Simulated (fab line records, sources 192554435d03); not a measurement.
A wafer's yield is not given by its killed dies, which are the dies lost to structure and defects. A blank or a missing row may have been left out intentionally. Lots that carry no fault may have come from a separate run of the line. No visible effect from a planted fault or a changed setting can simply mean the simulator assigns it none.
Which of the tools did it? + flow n5Finfet + Sampling: 11 lots, 29 wafers, 5 of 1938 route steps

WHAT THE GAUGES READ, wafer by wafer
N5_MOL_CONTACT_COAG_THK_MEAS_29. Usual: MD_CAP_THK typically reads 17.93 nm, with standard deviation 0.089.
| lot  | measured     | on           | MD_CAP_THK (nm)   | flag |
|------|--------------|--------------|-------------------|------|
| L628 | day 5 13:58  | filmMetro-02 | 18.00 18.01 17.88 |      |
| L632 | day 6 17:35  | filmMetro-02 | 17.92 18.02       |      |
| L633 | day 6 22:35  | filmMetro-01 | 17.73 17.86 17.84 |      |
| L634 | day 6 22:59  | filmMetro-01 | 17.84 17.98       |      |
| L635 | day 7 08:35  | filmMetro-01 | 18.04 18.01 18.11 |      |
| L636 | day 7 15:17  | filmMetro-02 | 17.90 17.97 17.84 |      |
| L637 | day 7 18:07  | filmMetro-01 | 18.00 17.89       |      |
| L639 | day 8 09:21  | filmMetro-01 | 17.86 17.94       |      |
| L643 | day 9 06:42  | filmMetro-02 | 18.00 18.08 18.01 |      |
| L646 | day 10 06:41 | filmMetro-01 | 17.87 17.90 17.81 |      |
| L648 | day 10 16:18 | filmMetro-02 | 17.93 17.96 18.01 |      |

N5_MOL_CONTACT_COAG_OVL_MEAS_85. Usual: VG_OVL typically reads 0.2 nm, with standard deviation 0.7.
| lot  | measured     | on         | VG_OVL (nm)    | flag |
|------|--------------|------------|----------------|------|
| L628 | day 5 15:07  | overlay-02 | -0.2 1.0 0.8   |      |
| L632 | day 6 18:38  | overlay-02 | -0.7 -0.2      |      |
| L633 | day 6 23:38  | overlay-01 | 0.1 1.0 0.0    |      |
| L634 | day 7 01:08  | overlay-02 | -0.7 0.9       |      |
| L635 | day 7 09:30  | overlay-01 | -0.9 -0.9 -0.6 |      |
| L636 | day 7 16:40  | overlay-01 | 1.2 0.8 0.8    |      |
| L637 | day 7 19:10  | overlay-02 | -0.4 0.0       |      |
| L639 | day 8 10:23  | overlay-01 | 0.6 -0.4       |      |
| L643 | day 9 07:45  | overlay-02 | 0.5 -0.2 0.6   |      |
| L646 | day 10 10:14 | overlay-02 | 0.4 0.6 0.4    |      |
| L648 | day 10 17:12 | overlay-01 | -0.4 1.5 1.4   |      |

N5_BEOL_M4_RC_MEAS_101. Usual: DIBL_N 35.8 mV/V, standard deviation 1.5; DIBL_P 35.9 mV/V, standard deviation 1.8; IOFF_N 0.152 nA/um, standard deviation 0.025; IOFF_P 0.21 nA/um, standard deviation 0.031; ION_N 672 uA/um, standard deviation 11; ION_P 462 uA/um, standard deviation 7.4; SS_N 71.5 mV/dec, standard deviation 0.52; SS_P 73.2 mV/dec, standard deviation 0.54; VT_N 250 mV, standard deviation 3; VT_P -250 mV, standard deviation 3.3.
| lot  | measured     | on        | DIBL_N (mV/V)  | DIBL_P (mV/V)  | IOFF_N (nA/um)    | IOFF_P (nA/um) | ION_N (uA/um) | ION_P (uA/um) | SS_N (mV/dec)  | SS_P (mV/dec)  | VT_N (mV)   | VT_P (mV)      | flag |
|------|--------------|-----------|----------------|----------------|-------------------|----------------|---------------|---------------|----------------|----------------|-------------|----------------|------|
| L628 | day 8 10:56  | prober-02 | 37.5 38.5 35.5 | 36.4 38.3 34.8 | 0.161 0.195 0.131 | 0.23 0.27 0.20 | 675 690 665   | 467 474 465   | 71.4 72.0 71.7 | 73.3 73.9 73.3 | 249 244 251 | -247 -245 -248 |      |
| L632 | day 10 03:01 | prober-02 | 36.8 37.5      | 38.6 38.5      | 0.155 0.170       | 0.19 0.20      | 678 676       | 459 463       | 71.0 70.9      | 73.4 73.9      | 252 251     | -252 -254      |      |
| L633 | day 9 17:10  | prober-02 | 37.0 37.5 35.0 | 36.6 37.7 33.7 | 0.143 0.146 0.112 | 0.19 0.19 0.14 | 670 665 661   | 459 453 450   | 71.6 71.9 71.4 | 73.8 74.1 72.9 | 252 254 256 | -255 -255 -259 |      |
| L634 | day 9 23:46  | prober-02 | 34.6 36.3      | 34.5 36.1      | 0.115 0.146       | 0.15 0.18      | 652 669       | 449 463       | 71.6 71.1      | 72.3 72.7      | 256 252     | -255 -253      |      |
| L635 | day 10 14:59 | prober-01 | 35.9 36.2 35.8 | 35.9 36.9 36.0 | 0.158 0.169 0.161 | 0.21 0.23 0.21 | 673 684 685   | 464 469 466   | 71.3 71.0 70.9 | 72.6 73.7 73.8 | 248 248 248 | -245 -248 -251 |      |
| L636 | day 10 23:31 | prober-01 | 37.8 37.7 37.9 | 35.5 35.1 34.9 | 0.148 0.151 0.149 | 0.21 0.21 0.20 | 669 666 662   | 458 459 451   | 71.3 72.1 72.2 | 73.0 72.7 73.3 | 250 253 255 | -247 -249 -250 |      |
| L637 | day 11 00:23 | prober-02 | 36.5 35.9      | 35.2 34.6      | 0.167 0.151       | 0.21 0.20      | 681 670       | 466 462       | 72.1 70.9      | 72.9 73.4      | 251 250     | -246 -248      |      |
| L639 | day 11 04:14 | prober-02 | 34.0 33.8      | 33.2 33.3      | 0.117 0.122       | 0.17 0.18      | 659 655       | 461 455       | 71.1 70.5      | 73.0 72.8      | 251 252     | -252 -252      |      |
| L648 | day 13 15:20 | prober-01 | 36.0 35.9 35.4 | 35.4 35.9 35.1 | 0.146 0.154 0.144 | 0.22 0.23 0.21 | 676 678 693   | 467 466 468   | 71.5 71.8 71.3 | 73.1 73.0 72.4 | 251 246 251 | -249 -248 -248 |      |

TOOL THAT RAN EACH LOT (tool first, then ch and the chambers of the sampled wafers, then the start)
| lot  | N5_MOL_CONTACT_COAG_ALD_131      | N5_MOL_CONTACT_COAG_ETCH_47       |
|------|----------------------------------|-----------------------------------|
| L628 | aldSin-03 ch 1,3, day 5 15:20    | rieDiel-03 ch 0,2,3, day 5 16:04  |
| L632 | aldSin-01 ch 1,2, day 6 18:55    | rieDiel-03 ch 0,3, day 6 19:19    |
| L633 | aldSin-02 ch 0,2,3, day 7 00:06  | rieDiel-03 ch 1,2,3, day 7 00:32  |
| L634 | aldSin-01 ch 0,2, day 7 01:22    | rieDiel-02 ch 1,2, day 7 01:48    |
| L635 | aldSin-01 ch 0,1,2, day 7 09:44  | rieDiel-02 ch 1,2,3, day 7 10:10  |
| L636 | aldSin-02 ch 1,2,3, day 7 16:52  | rieDiel-02 ch 2,3, day 7 17:19    |
| L637 | aldSin-02 ch 0,3, day 7 19:44    | rieDiel-04 ch 0,1, day 7 20:13    |
| L639 | aldSin-02 ch 0,1, day 8 10:37    | rieDiel-02 ch 0,3, day 8 11:04    |
| L643 | aldSin-02 ch 0,2, day 9 07:59    | rieDiel-04 ch 1,2, day 9 08:25    |
| L646 | aldSin-02 ch 0,1,3, day 10 10:30 | rieDiel-04 ch 1,2,3, day 10 10:56 |
| L648 | aldSin-01 ch 0,1, day 10 17:37   | rieDiel-03 ch 0,2,3, day 10 18:04 |
- N5_MOL_CONTACT_COAG_ALD_131: deposits SiO2, target thk 5 nm, pulse time 1 s, co reactant pulse time 1 s.
- N5_MOL_CONTACT_COAG_ETCH_47: etches SiNx in CH3F/O2, stops on W, target depth 27 nm.

AS READ BY THE TOOLS THEMSELVES (means over the sampled wafers that have a number; for cases with no such wafer, the mark the record gives instead)
N5_MOL_CONTACT_COAG_ALD_131. Usual: heaterPowerW 79 W, standard deviation 10; precursorPulseHeightRel 1.001, standard deviation 0.02.
| lot  | tool      | heaterPowerW (W) | precursorPulseHeightRel | flag |
|------|-----------|------------------|-------------------------|------|
| L628 | aldSin-03 | 85               | 1.017                   |      |
| L632 | aldSin-01 | 91               | 1.002                   |      |
| L633 | aldSin-02 | 69               | 0.994                   |      |
| L634 | aldSin-01 | 89               | 0.998                   |      |
| L635 | aldSin-01 | 86               | 0.983                   |      |
| L636 | aldSin-02 | 77               | 0.991                   |      |
| L637 | aldSin-02 | 71               | 0.982                   |      |
| L639 | aldSin-02 | 76               | 0.983                   |      |
| L643 | aldSin-02 | 68               | 1.005                   |      |
| L646 | aldSin-02 | 76               | 1.021                   |      |
| L648 | aldSin-01 | 81               | 0.993                   |      |

N5_MOL_CONTACT_COAG_ETCH_47. Usual: drypumpMotorCurrentA 5.5 A, standard deviation 0.47; etchRfOnTimeS 31.0 s, standard deviation 0.62; oesProductAu 0.73 a.u., standard deviation 0.09; rfVppV 301 V, standard deviation 5.5; showerheadPlenumPTorr 2.00 Torr, standard deviation 0.069; throttleValvePct 16.33 %, standard deviation 0.28.
| lot  | tool       | drypumpMotorCurrentA (A) | etchRfOnTimeS (s) | oesProductAu (a.u.) | rfVppV (V) | showerheadPlenumPTorr (Torr) | throttleValvePct (%) | flag |
|------|------------|--------------------------|-------------------|---------------------|------------|------------------------------|----------------------|------|
| L628 | rieDiel-03 | 5.7                      | 31.0              | 0.73                | 303        | 2.01                         | 16.38                |      |
| L632 | rieDiel-03 | 5.7                      | 31.0              | 0.74                | 300        | 2.02                         | 16.42                |      |
| L633 | rieDiel-03 | 5.4                      | 30.8              | 0.70                | 304        | 2.00                         | 16.26                |      |
| L634 | rieDiel-02 | 5.8                      | 31.9              | 0.69                | 295        | 1.96                         | 16.14                |      |
| L635 | rieDiel-02 | 5.6                      | 31.1              | 0.74                | 299        | 2.01                         | 16.14                |      |
| L636 | rieDiel-02 | 5.2                      | 30.6              | 0.81                | 301        | 2.07                         | 16.12                |      |
| L637 | rieDiel-04 | 5.5                      | 31.4              | 0.63                | 302        | 2.01                         | 16.64                |      |
| L639 | rieDiel-02 | 5.2                      | 31.1              | 0.72                | 300        | 2.01                         | 16.49                |      |
| L643 | rieDiel-04 | 5.4                      | 31.0              | 0.77                | 300        | 2.00                         | 16.33                |      |
| L646 | rieDiel-04 | 5.8                      | 31.3              | 0.74                | 299        | 1.99                         | 16.29                |      |
| L648 | rieDiel-03 | 5.7                      | 31.2              | 0.69                | 304        | 2.00                         | 16.47                |      |

THE ANSWER, worked out from the rows above alone
Rule: take the mean of a lot's wafers that have a number; if it is more than 3 standard deviations from the usual mean, the lot is off. Also off: a lot with no number at a reading for which 4 or more lots have one. Any other lot the step has rows for is counted as sound. Order of review: gauges by route order, followed by the tools' own readings, for which a lot's mean as printed above is used. At the first step where some lot is off, the reading lying furthest off is the one used; lots without a number count as furthest.
No lot is off at any reading shown: from this, nothing can be told.

WHAT HAD BEEN PUT IN BY THE SIMULATOR
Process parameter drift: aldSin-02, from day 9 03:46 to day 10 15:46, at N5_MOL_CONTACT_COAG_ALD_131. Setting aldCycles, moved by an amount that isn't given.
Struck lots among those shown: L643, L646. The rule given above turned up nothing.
